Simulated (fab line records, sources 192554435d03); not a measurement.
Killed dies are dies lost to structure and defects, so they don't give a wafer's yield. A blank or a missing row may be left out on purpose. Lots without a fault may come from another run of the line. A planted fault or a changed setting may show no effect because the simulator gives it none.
One fault seen from 2 desks | flow n5_finfet | each desk has only its own numbers; what lay behind them comes last

THE TOOL OWNER'S DESK: pecvd-03
The tool's own readings at N5_BEOL_M10_ILD_DEP_00 (deposits SiCOH lowk from DEMS/porogen, target thk 308.51 nm, time 58 s): means of the sampled wafers that have a number, for each lot that ran on this tool. A lot is out of limits, marked OUT, if its mean lies more than 4 standard deviations from the usual mean; the brackets give that distance.
Columns: A = heater_power_w at N5_BEOL_M10_ILD_DEP_00, usual 314 W; B = rf_fwd_power_W at N5_BEOL_M10_ILD_DEP_00, usual 496.5 W; C = run_length_s at N5_BEOL_M10_ILD_DEP_00, usual 100.9 s; D = showerhead_plenum_p_Torr at N5_BEOL_M10_ILD_DEP_00, usual 5.738 Torr; E = throttle_valve_pct at N5_BEOL_M10_ILD_DEP_00, usual 14.1 %
lot  | first seen here | A   | B     | C              | D     | E
L985 | day 11 10:31    | 365 | 497.5 | 100.2          | 5.739 | 13.8
L990 | day 12 10:31    | 325 | 497.0 | 100.9          | 5.746 | 14.4
L996 | day 13 20:14    | 320 | 497.6 | 100.5          | 5.735 | 14.4
L995 | day 14 05:02    | 315 | 496.0 | 80.9 (-38) OUT | 5.732 | 14.8
L999 | day 14 15:04    | 295 | -     | 71.3 (-57) OUT | 5.739 | 14.9
This desk's finding: out of limits on L995, L999; first on L995, day 14 05:02 (run_length_s at N5_BEOL_M10_ILD_DEP_00). In limits: L985, L990, L996.

THE METROLOGY DESK
What the gauges read, lot by lot, whatever tool the lot ran on: means of the sampled wafers that have a number. A lot is out of limits, marked OUT, if its mean lies more than 4 standard deviations from the usual mean; the brackets give that distance. Of its 12 readings 7 are shown: the one that was out of limits first, and those that lie furthest out on some lot.
Columns: A = DIBL_N at N5_BEOL_M4_RC_MEAS_101, usual 36.2 mV/V; B = IOFF_P at N5_BEOL_M4_RC_MEAS_101, usual 0.210 nA/um; C = ION_P at N5_BEOL_M4_RC_MEAS_101, usual 465 uA/um; D = SS_N at N5_BEOL_M4_RC_MEAS_101, usual 71.4 mV/dec; E = VT_N at N5_BEOL_M4_RC_MEAS_101, usual 249.9 mV; F = VT_P at N5_BEOL_M4_RC_MEAS_101, usual -250 mV; G = M10_ILD_THK at N5_BEOL_M10_THK_MEAS_01, usual 268 nm
lot  | first seen here | A    | B     | C   | D    | E     | F    | G
L984 | day 8 20:08     | 34.4 | 0.189 | 464 | 70.5 | 251.4 | -251 | 267
L985 | day 9 07:53     | 36.7 | 0.227 | 465 | 71.2 | 249.2 | -248 | 270
L986 | day 9 14:22     | 37.0 | 0.187 | 460 | 71.3 | 250.8 | -252 | 265
L987 | day 10 00:17    | 34.7 | 0.216 | 470 | 71.1 | 250.5 | -251 | 264
L990 | day 10 08:52    | 36.1 | 0.238 | 465 | 71.5 | 248.5 | -246 | 271
L993 | day 11 21:41    | 36.2 | 0.201 | 463 | 71.8 | 251.0 | -251 | 269
L996 | day 12 01:39    | 36.7 | 0.264 | 475 | 71.7 | 246.4 | -246 | 269
L995 | day 12 09:59    | 35.3 | 0.226 | 468 | 71.3 | 249.6 | -248 | 182 (-24) OUT
L997 | day 12 16:52    | 35.4 | 0.177 | 452 | 71.9 | 253.3 | -255 | 264
L999 | day 12 18:44    | 36.1 | 0.205 | 464 | 71.2 | 251.1 | -250 | 136 (-38) OUT
This desk's finding: out of limits on L995, L999; first on L995, day 14 05:38 (M10_ILD_THK at N5_BEOL_M10_THK_MEAS_01). In limits: L984, L985, L986, L987, L990, L993, L996, L997.

PUT TOGETHER
The tool owner's desk could have raised an alarm at day 14 05:02, on L995, L999.
The metrology desk could have raised an alarm at day 14 05:38, on L995, L999.
Of the lots named, all ran N5_BEOL_M10_ILD_DEP_00 on pecvd-03.

WHAT THE SIMULATOR HAD PUT IN
Process parameter drift: pecvd-03, from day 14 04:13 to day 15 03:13, at N5_BEOL_M10_ILD_DEP_00. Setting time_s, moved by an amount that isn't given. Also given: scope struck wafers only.
Lots struck among those shown: L995, L999.
Hours from the fault's start to each desk's first reading out of limits: the tool owner's desk, 1; the metrology desk, 1.
